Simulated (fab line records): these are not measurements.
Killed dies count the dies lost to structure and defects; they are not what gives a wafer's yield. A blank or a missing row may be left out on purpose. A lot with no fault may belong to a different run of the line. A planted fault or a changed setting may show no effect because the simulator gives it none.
Matching of chambers	flow n5-finfet	N5_GATE_CUT_STRIP_59 on rie-diel-03: 4 sister chambers
The step strips in N2/H2, time 20 s. 4 wafers are shown with their chamber, then 9 later ones without.

WAFERS WITH THEIR CHAMBER
wafer	chamber	showerhead-plenum-p-Torr (Torr)
L084.1	3	3.29
L084.5	0	3.52
L092.2	2	3.48
L092.6	1	3.21

WAFERS WITHOUT THEIR CHAMBER
wafer	showerhead-plenum-p-Torr (Torr)
L093.1	3.28
L093.4	3.51
L093.6	3.51
L094.1	3.50
L094.2	3.28
L094.3	3.21
L095.3	3.50
L095.5	3.28
L095.6	3.47

EACH ONE'S CHAMBER
wafer	from the rows above	in truth
L093.1	3	3
L093.4	can't be placed: 0 or 2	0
L093.6	can't be placed: 0 or 2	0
L094.1	can't be placed: 0 or 2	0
L094.2	3	3
L094.3	1	1
L095.3	can't be placed: 0 or 2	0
L095.5	3	3
L095.6	2	2
Correct placement for 5 of the 9. Can't be placed from these rows: 4 (the true chamber is among the candidates in 4). Number placed wrongly: 0.
How it was worked out, from the rows above alone: a wafer's distance from a chamber is the root of the sum, over the readings, of the square of ((its reading less the chamber's mean) divided by the reading's scatter). If the next closest chamber is less than 2 further off than the closest, the wafer can't be placed; otherwise it belongs to the closest. The mean given for a chamber averages the wafers shown for that chamber. The scatter: with one shown wafer a chamber, the root of the mean of the squares of how far each hidden wafer lies from its nearest shown one.
